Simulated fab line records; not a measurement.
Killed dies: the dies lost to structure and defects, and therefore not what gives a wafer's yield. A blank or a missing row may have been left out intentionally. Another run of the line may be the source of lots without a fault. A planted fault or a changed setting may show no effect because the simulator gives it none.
Chamber matching -- flow n5 finfet -- rie diel-03 running N5_STI_FIN_REVEAL_ETCHBACK_08: 4 sister chambers
The step etches SiO2 in C4F6/O2, target depth 30.5 nm, time 10.167 s. 4 wafers are shown with their chamber, then 8 later ones without.

## EACH WAFER AND ITS CHAMBER
wafer,chamber,drypump motor current A (A)
L078.4,1,5.2
L089.2,2,5.3
L089.3,3,6.4
L094.1,0,5.7

## WAFERS WHOSE CHAMBER IS MISSING
wafer,drypump motor current A (A)
L094.2,5.2
L094.5,5.7
L096.2,5.3
L096.3,6.4
L096.4,5.7
L097.2,5.3
L097.4,5.2
L097.5,6.3

## WHICH CHAMBER EACH ONE RAN IN
wafer,from the rows above,in truth
L094.2,1,1
L094.5,0,0
L096.2,2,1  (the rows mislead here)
L096.3,3,3
L096.4,0,0
L097.2,2,2
L097.4,1,1
L097.5,3,3
Placed correctly: 7 of 8. Left unplaced by these rows: 0. 1 placed wrongly.
How it was worked out, from the rows above alone: a wafer's distance from a chamber is the root of the sum, over the readings, of the square of ((its reading less the chamber's mean) divided by the reading's scatter). If the next closest chamber is less than 2 further off than the closest, the wafer can't be placed; otherwise it belongs to the closest. Each chamber's mean is taken over the wafers shown for it. The scatter: root of mean squared gap, hidden wafer to nearest shown wafer, with one shown wafer a chamber.
